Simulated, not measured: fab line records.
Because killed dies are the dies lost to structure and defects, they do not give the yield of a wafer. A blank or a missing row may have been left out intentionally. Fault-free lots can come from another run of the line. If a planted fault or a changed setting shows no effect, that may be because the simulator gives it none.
Split-lot study / flow n5Finfet / 7 lots, 21 wafers read, on a route of 1938 steps

## ON THE SPLIT
At N5_MIM_BOT_SPUTTER_00 (material TiN, target thk 35 nm, time 89.7 s), the setting timeS was moved away from the recipe's 89.7 s on 8 of the 21 wafers read, by -4.6% to +9.7%. The other wafers ran this setting at the recipe's value.

The reading comes from the split's own step.

## THE READING
TiN_of_MIM_BOT_SPUTTER_00.thkNm (the simulator's own value, which no gauge read), in nm, at N5_MIM_BOT_SPUTTER_00 (material TiN, target thk 35 nm, time 89.7 s). The file gives no usual value for it. Average 34.7 nm, standard deviation 0.46 nm, over the 13 wafers here run with the recipe.

wafer=L074.1; tool, chamber at the split=pvdSputter-01, -; timeS as run, s=89.7; against the recipe=recipe; TiN_of_MIM_BOT_SPUTTER_00.thkNm, nm=34.8; against lot-mates on the recipe=-
wafer=L074.4; tool, chamber at the split=pvdSputter-01, -; timeS as run, s=89.7; against the recipe=recipe; TiN_of_MIM_BOT_SPUTTER_00.thkNm, nm=35.2; against lot-mates on the recipe=-
wafer=L074.5; tool, chamber at the split=pvdSputter-01, -; timeS as run, s=93.49; against the recipe=+4.2%; TiN_of_MIM_BOT_SPUTTER_00.thkNm, nm=36.6; against lot-mates on the recipe=+1.6
wafer=L078.3; tool, chamber at the split=pvdSputter-02, -; timeS as run, s=98.4; against the recipe=+9.7%; TiN_of_MIM_BOT_SPUTTER_00.thkNm, nm=38.4; against lot-mates on the recipe=+2.8
wafer=L078.4; tool, chamber at the split=pvdSputter-02, -; timeS as run, s=89.7; against the recipe=recipe; TiN_of_MIM_BOT_SPUTTER_00.thkNm, nm=35.6; against lot-mates on the recipe=-
wafer=L078.6; tool, chamber at the split=pvdSputter-02, -; timeS as run, s=98.4; against the recipe=+9.7%; TiN_of_MIM_BOT_SPUTTER_00.thkNm, nm=38.2; against lot-mates on the recipe=+2.6
wafer=L082.3; tool, chamber at the split=pvdSputter-03, -; timeS as run, s=97.27; against the recipe=+8.4%; TiN_of_MIM_BOT_SPUTTER_00.thkNm, nm=37.8; against lot-mates on the recipe=+2.6
wafer=L082.4; tool, chamber at the split=pvdSputter-03, -; timeS as run, s=97.27; against the recipe=+8.4%; TiN_of_MIM_BOT_SPUTTER_00.thkNm, nm=38.2; against lot-mates on the recipe=+3.0
wafer=L082.5; tool, chamber at the split=pvdSputter-03, -; timeS as run, s=89.7; against the recipe=recipe; TiN_of_MIM_BOT_SPUTTER_00.thkNm, nm=35.2; against lot-mates on the recipe=-
wafer=L086.2; tool, chamber at the split=pvdSputter-02, -; timeS as run, s=93.49; against the recipe=+4.2%; TiN_of_MIM_BOT_SPUTTER_00.thkNm, nm=36; against lot-mates on the recipe=+1.4
wafer=L086.4; tool, chamber at the split=pvdSputter-02, -; timeS as run, s=89.7; against the recipe=recipe; TiN_of_MIM_BOT_SPUTTER_00.thkNm, nm=34.6; against lot-mates on the recipe=-
wafer=L086.5; tool, chamber at the split=pvdSputter-02, -; timeS as run, s=89.7; against the recipe=recipe; TiN_of_MIM_BOT_SPUTTER_00.thkNm, nm=34.6; against lot-mates on the recipe=-
wafer=L087.4; tool, chamber at the split=pvdSputter-02, -; timeS as run, s=89.7; against the recipe=recipe; TiN_of_MIM_BOT_SPUTTER_00.thkNm, nm=34.4; against lot-mates on the recipe=-
wafer=L087.5; tool, chamber at the split=pvdSputter-02, -; timeS as run, s=85.57; against the recipe=-4.6%; TiN_of_MIM_BOT_SPUTTER_00.thkNm, nm=33.4; against lot-mates on the recipe=-1.0
wafer=L087.6; tool, chamber at the split=pvdSputter-02, -; timeS as run, s=85.57; against the recipe=-4.6%; TiN_of_MIM_BOT_SPUTTER_00.thkNm, nm=32.6; against lot-mates on the recipe=-1.8
wafer=L095.3; tool, chamber at the split=pvdSputter-02, -; timeS as run, s=89.7; against the recipe=recipe; TiN_of_MIM_BOT_SPUTTER_00.thkNm, nm=34.8; against lot-mates on the recipe=-
wafer=L095.5; tool, chamber at the split=pvdSputter-02, -; timeS as run, s=89.7; against the recipe=recipe; TiN_of_MIM_BOT_SPUTTER_00.thkNm, nm=35; against lot-mates on the recipe=-
wafer=L095.6; tool, chamber at the split=pvdSputter-02, -; timeS as run, s=89.7; against the recipe=recipe; TiN_of_MIM_BOT_SPUTTER_00.thkNm, nm=34.6; against lot-mates on the recipe=-
wafer=L093.1; tool, chamber at the split=pvdSputter-02, -; timeS as run, s=89.7; against the recipe=recipe; TiN_of_MIM_BOT_SPUTTER_00.thkNm, nm=34.2; against lot-mates on the recipe=-
wafer=L093.3; tool, chamber at the split=pvdSputter-02, -; timeS as run, s=89.7; against the recipe=recipe; TiN_of_MIM_BOT_SPUTTER_00.thkNm, nm=34; against lot-mates on the recipe=-
wafer=L093.5; tool, chamber at the split=pvdSputter-02, -; timeS as run, s=89.7; against the recipe=recipe; TiN_of_MIM_BOT_SPUTTER_00.thkNm, nm=34; against lot-mates on the recipe=-

FIT RESULTS
A straight line over all 21 wafers: TiN_of_MIM_BOT_SPUTTER_00.thkNm changes by +0.378 nm for each +1% of timeS; r = +0.97; the points scatter about the line by 0.42 nm.
The same after taking each lot's own level away (the mean of its wafers on the recipe; 21 wafers): +0.305 nm for each +1%; r = +0.99; scatter 0.22 nm.
The reading moves by 3 nm for the largest change in timeS, on that fit.
The span of the lots' own levels, 34.07 to 35.60 nm, comes to 3.3 times the standard deviation stated above.
Thus the slope moves with the lot-to-lot level: the two fits are different.
Check: for one of the wafers moved furthest among these (+9.7%), held out of the fit, the line's prediction against its lot-mates is +3.03 nm. Against them it came out at +2.8 nm.

## OTHER SPLITS APPLIED TO THESE WAFERS
Note: prior to the reading, these wafers also went through further splits. Each is held against what the fit with the lots' levels taken away leaves over:
other split on the same wafers=N5_BEOL_M14_DEVELOP_27 developTimeS; wafers away from the commonest value=6; r with TiN_of_MIM_BOT_SPUTTER_00.thkNm (lot level and that fit taken away)=+0.29
other split on the same wafers=N5_BEOL_M15_EXPOSE_25 doseMj; wafers away from the commonest value=6; r with TiN_of_MIM_BOT_SPUTTER_00.thkNm (lot level and that fit taken away)=+0.15

## FILE'S OWN FIT
TiN_of_MIM_BOT_SPUTTER_00.thkNm changes by +0.31 nm for each +1% of timeS, r = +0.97.
